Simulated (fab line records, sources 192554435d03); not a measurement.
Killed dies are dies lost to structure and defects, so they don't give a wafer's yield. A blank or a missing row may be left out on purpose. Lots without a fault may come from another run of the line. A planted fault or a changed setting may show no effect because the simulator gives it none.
Chamber matching | flow n5_finfet | N5_BEOL_M1_CO_CAP_55 on cvd_co-02: 3 sister chambers
The step material Co, precursor CCTBA/H2, target thk 2 nm, time 102.1 s. 33 wafers are shown with their chamber, then 12 later ones without.

WAFERS WITH THEIR CHAMBER
wafer  | chamber | heater_power_w (W)
L075.1 | 0       | 205
L075.4 | 2       | 260
L075.5 | 1       | 287
L074.1 | 1       | 282
L074.3 | 2       | 263
L074.6 | 2       | 267
L076.2 | 1       | 277
L076.3 | 0       | 195
L076.6 | 1       | 275
L077.3 | 1       | 285
L077.4 | 2       | 258
L077.6 | 0       | 201
L078.1 | 0       | 201
L078.3 | 1       | 280
L078.5 | 2       | 268
L080.1 | 1       | 289
L080.4 | 2       | 254
L080.6 | 1       | 282
L085.2 | 1       | 282
L085.3 | 0       | 200
L085.4 | 1       | 280
L087.2 | 1       | 286
L087.3 | 2       | 263
L087.6 | 1       | 279
L088.1 | 0       | 201
L088.3 | 1       | 280
L088.4 | 2       | 256
L091.2 | 2       | 262
L091.5 | 1       | 289
L091.6 | 0       | 202
L090.2 | 2       | 269
L090.5 | 2       | 265
L090.6 | 1       | 280

SIGNATURES (means of the wafers above)
reading        | chamber 0 | chamber 1 | chamber 2 | scatter within a chamber
heater_power_w | 200.71    | 282.20    | 262.27    | 4.24
Rule: a wafer's distance from a chamber is the root of the sum, over the readings, of the square of ((its reading less the chamber's mean) divided by the reading's scatter). The wafer belongs to the nearest chamber; if the next one is less than 2 further off, it can't be placed. The scatter: the root of (the sum of the squares of (reading less its chamber's mean) over the shown wafers, divided by (wafers less chambers)).

WAFERS WITHOUT THEIR CHAMBER
wafer  | heater_power_w (W)
L092.1 | 257
L092.4 | 203
L092.6 | 281
L095.1 | 209
L095.2 | 256
L095.4 | 195
L096.2 | 200
L096.4 | 204
L096.5 | 266
L097.1 | 202
L097.2 | 261
L097.5 | 274

WHICH CHAMBER EACH WENT THROUGH
wafer  | from the rows above     | in truth
L092.1 | 2                       | 2
L092.4 | 0                       | 0
L092.6 | 1                       | 1
L095.1 | 0                       | 0
L095.2 | 2                       | 2
L095.4 | 0                       | 0
L096.2 | 0                       | 0
L096.4 | 0                       | 0
L096.5 | 2                       | 2
L097.1 | 0                       | 0
L097.2 | 2                       | 2
L097.5 | can't be placed: 1 or 2 | 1
Placed correctly: 11 of 12. Can't be placed from these rows: 1 (the true chamber is among the candidates in 1). Placed wrongly: 0.
